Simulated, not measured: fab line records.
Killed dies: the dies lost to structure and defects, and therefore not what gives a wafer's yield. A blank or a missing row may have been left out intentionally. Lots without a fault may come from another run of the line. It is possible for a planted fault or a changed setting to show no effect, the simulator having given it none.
3 desks looking at one fault	flow n5 finfet	what lay behind the numbers comes last; until then each desk has only its own

## AT THE METROLOGY DESK
What the gauges read, lot by lot, whatever tool the lot ran on: means of the sampled wafers that have a number. A lot is out of limits, marked OUT, if its mean lies more than 4 standard deviations from the usual mean; the brackets give that distance. Readings shown: 7 of its 11, picked as those furthest out on some lot.
Columns: A = cd nm at N5_FIN_SAQP_CD_MEAS_16, usual 35.5 nm; B = IOFF_N at N5_BEOL_M4_RC_MEAS_101, usual 0.152 nA/um; C = IOFF_P at N5_BEOL_M4_RC_MEAS_101, usual 0.20 nA/um; D = ION_N at N5_BEOL_M4_RC_MEAS_101, usual 672 uA/um; E = ION_P at N5_BEOL_M4_RC_MEAS_101, usual 461 uA/um; F = VT_N at N5_BEOL_M4_RC_MEAS_101, usual 251 mV; G = VT_P at N5_BEOL_M4_RC_MEAS_101, usual -251 mV
lot	first seen here	A	B	C	D	E	F	G
L495	day 1 23:20	35.2	0.173	0.24	679	467	248	-246
L498	day 2 16:00	35.4	0.146	0.17	670	457	252	-253
L500	day 3 04:08	35.6	0.205	0.28	688	479	244	-243
L504	day 4 04:02	35.6	0.152	0.20	672	458	251	-249
L505	day 4 11:01	35.2	0.158	0.23	673	465	250	-247
L507	day 5 00:04	36.0	0.137	0.16	654	446	252	-256
L516	day 7 03:45	35.7	0.152	0.19	682	466	251	-251
L517	day 7 09:54	35.5	0.132	0.18	668	459	252	-251
L518	day 7 17:27	35.2	0.119	0.19	665	461	255	-251
Result from this desk: across the 9 lots, nothing is out of limits.

## THE DEFECT DESK
What the inspections along the route counted, lot by lot: means of the sampled wafers that have a number. A lot is out of limits, marked OUT, if its mean lies more than 4 standard deviations from the usual mean; the brackets give that distance.
Columns: A = raw defect count at N5_FIN_SAQP_INSPECT_18, usual 388; B = raw defect count at N5_FIN_SAQP_INSPECT_40, usual 221; C = raw defect count at N5_FIN_CUT_INSPECT_10, usual 39
lot	first seen here	A	B	C
L495	day 1 23:23	358	217	34
L498	day 2 16:04	386	204	38
L500	day 3 04:11	355	216	33
L504	day 4 04:06	1508 (+10) OUT	1243 (+18) OUT	1071 (+99 or more) OUT
L505	day 4 11:04	1408 (+9.3) OUT	1264 (+18) OUT	1080 (+99 or more) OUT
L507	day 5 00:08	1353 (+8.8) OUT	1272 (+18) OUT	1059 (+99 or more) OUT
L516	day 7 03:49	263	154	31
L517	day 7 09:58	313	256	36
L518	day 7 17:31	395	226	52
This desk's finding: out of limits on L504, L505, L507; first on L504, day 4 04:06 (raw defect count at N5_FIN_SAQP_INSPECT_18). L495, L498, L500, L516, L517, L518: within limits.

## TOOL OWNER'S DESK, wet bench-05
The tool's own readings at N5_FIN_SAQP_PRECLEAN_42 (cleans in O3/DIW, time 60 s): means of the sampled wafers that have a number, for each lot that ran on this tool. A lot is out of limits, marked OUT, if its mean lies more than 4 standard deviations from the usual mean; the brackets give that distance.
Columns: A = temp c at N5_FIN_SAQP_PRECLEAN_42, usual 22.00 C
lot	first seen here	A
L495	day 1 21:02	21.99
L498	day 2 14:42	21.90
L500	day 3 02:27	21.97
L504	day 4 02:43	21.93
L505	day 4 09:43	22.00
L507	day 4 21:25	21.95
Result from this desk: across the 6 lots, nothing is out of limits.

## TAKEN TOGETHER
The defect desk could have raised an alarm at day 4 04:06, on L504, L505, L507.
Metrology desk: nothing out of limits seen.
The tool owner's desk saw nothing out of limits.
The metrology desk has L504, L505, L507 on record, within its limits.
Tool owner's desk: L504, L505, L507 on record, inside its limits.
On wet bench-05, each named lot ran N5_FIN_SAQP_PRECLEAN_42.

## WHAT HAD BEEN PUT IN BY THE SIMULATOR
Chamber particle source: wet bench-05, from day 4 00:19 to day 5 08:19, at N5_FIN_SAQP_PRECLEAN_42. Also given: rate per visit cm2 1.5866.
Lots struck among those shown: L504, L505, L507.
Hours from the fault's start to each desk's first reading out of limits: the defect desk, 4.
